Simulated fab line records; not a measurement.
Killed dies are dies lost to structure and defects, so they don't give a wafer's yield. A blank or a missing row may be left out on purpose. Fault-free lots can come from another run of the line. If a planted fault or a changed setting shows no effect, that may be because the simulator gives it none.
3 desks looking at one fault | flow n5Finfet | every desk sees just its own numbers, and what lay behind them comes last

## FOR THE TOOL OWNER'S DESK: rieSi-03
The tool's own readings at N5_FIN_SAQP_MANDREL_ETCH_22 (etches a-Si in HBr/Cl2, stops on SiNx, target depth 60 nm, bt time 10 s, time 30 s): means of the sampled wafers that have a number, for each lot that ran on this tool. The brackets show how far a lot's mean lies from the usual mean; more than 4 standard deviations puts the lot out of limits, marked OUT.
Columns: A = drypumpMotorCurrentA at N5_FIN_SAQP_MANDREL_ETCH_22, usual 5.8 A; B = heBacksideLeakSccm at N5_FIN_SAQP_MANDREL_ETCH_22, usual 2.74 sccm; C = oesProductAu at N5_FIN_SAQP_MANDREL_ETCH_22, usual 0.766 a.u.; D = throttleValvePct at N5_FIN_SAQP_MANDREL_ETCH_22, usual 35.2 %
lot  | first seen here | A   | B    | C     | D
L523 | day 2 00:28     | 5.8 | 2.64 | 0.769 | 35.1
L530 | day 3 16:19     | 5.7 | 2.74 | 0.767 | 35.1
L532 | day 4 04:04     | 5.3 | 2.76 | 0.756 | 35.3
L533 | day 4 12:17     | 5.9 | 3.11 | 0.766 | 34.8
L535 | day 4 22:58     | 5.7 | 2.81 | 0.768 | 35.1
L546 | day 7 17:26     | 5.7 | 2.84 | 0.773 | 35.1
Finding of this desk: none of the 6 lots has anything out of limits.

## AT THE METROLOGY DESK
What the gauges read, lot by lot, whatever tool the lot ran on: means of the sampled wafers that have a number. The brackets show how far a lot's mean lies from the usual mean; more than 4 standard deviations puts the lot out of limits, marked OUT. 7 of its 10 readings are shown, namely those furthest out on some lot.
Columns: A = DIBL_N at N5_BEOL_M4_RC_MEAS_101, usual 37.3 mV/V; B = DIBL_P at N5_BEOL_M4_RC_MEAS_101, usual 37.4 mV/V; C = IOFF_N at N5_BEOL_M4_RC_MEAS_101, usual 0.18 nA/um; D = IOFF_P at N5_BEOL_M4_RC_MEAS_101, usual 0.25 nA/um; E = ION_P at N5_BEOL_M4_RC_MEAS_101, usual 468 uA/um; F = VT_N at N5_BEOL_M4_RC_MEAS_101, usual 248 mV; G = VT_P at N5_BEOL_M4_RC_MEAS_101, usual -248 mV
lot  | first seen here | A    | B    | C    | D    | E   | F   | G
L523 | day 7 19:43     | 39.6 | 38.4 | 0.22 | 0.30 | 470 | 245 | -244
L530 | day 9 07:28     | 36.4 | 36.9 | 0.18 | 0.25 | 472 | 245 | -247
L532 | day 10 02:01    | 39.7 | 40.5 | 0.22 | 0.29 | 469 | 246 | -247
L533 | day 10 19:53    | 35.2 | 36.7 | 0.16 | 0.22 | 465 | 250 | -250
L535 | day 11 02:35    | 40.7 | 42.1 | 0.24 | 0.35 | 482 | 242 | -242
L544 | day 13 07:53    | 38.7 | 39.5 | 0.20 | 0.26 | 464 | 247 | -250
L545 | day 13 12:40    | 37.3 | 37.8 | 0.17 | 0.24 | 462 | 252 | -250
L546 | day 13 13:46    | 36.7 | 35.3 | 0.17 | 0.26 | 472 | 248 | -245
Finding of this desk: none of the 8 lots has anything out of limits.

## THE DEFECT DESK
Per lot, the means of the sampled wafers with a number show what the inspections along the route counted. The brackets show how far a lot's mean lies from the usual mean; more than 4 standard deviations puts the lot out of limits, marked OUT.
Columns: A = rawDefectCount at N5_FIN_SAQP_INSPECT_40, usual 248; B = rawDefectCount at N5_FIN_CUT_INSPECT_10, usual 45; C = rawDefectCount at N5_FIN_CUT_INSPECT_17, usual 252
lot  | first seen here | A              | B             | C
L523 | day 2 05:08     | 203            | 40            | 230
L530 | day 3 22:17     | 182            | 38            | 186
L532 | day 4 12:01     | 236            | 48            | 241
L533 | day 4 16:48     | 898 (+8.3) OUT | 754 (+55) OUT | 904 (+8.3) OUT
L535 | day 5 05:31     | 938 (+8.9) OUT | 752 (+54) OUT | 957 (+8.9) OUT
L544 | day 7 07:47     | 199            | 40            | 206
L545 | day 7 14:07     | 183            | 37            | 176
L546 | day 7 21:22     | 290            | 49            | 290
This desk's verdict: out of limits on L533, L535, starting with L533 at day 4 16:48 (rawDefectCount at N5_FIN_SAQP_INSPECT_40). L523, L530, L532, L544, L545, L546: within limits.

## BROUGHT TOGETHER
The defect desk could have raised an alarm at day 4 16:48, on L533, L535.
The desk of the tool owner found nothing out of limits.
Nothing out of limits was seen by the metrology desk.
The tool owner's desk has L533, L535 on record, within its limits.
The metrology desk has L533, L535 on record, within its limits.
Every lot named ran N5_FIN_SAQP_MANDREL_ETCH_22 on rieSi-03.

## WHAT WAS PUT IN BY THE SIMULATOR
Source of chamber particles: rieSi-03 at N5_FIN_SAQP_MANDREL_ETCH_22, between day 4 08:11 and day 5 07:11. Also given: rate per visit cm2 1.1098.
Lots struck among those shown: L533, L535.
Hours from the fault's start to each desk's first reading out of limits: the defect desk, 9.
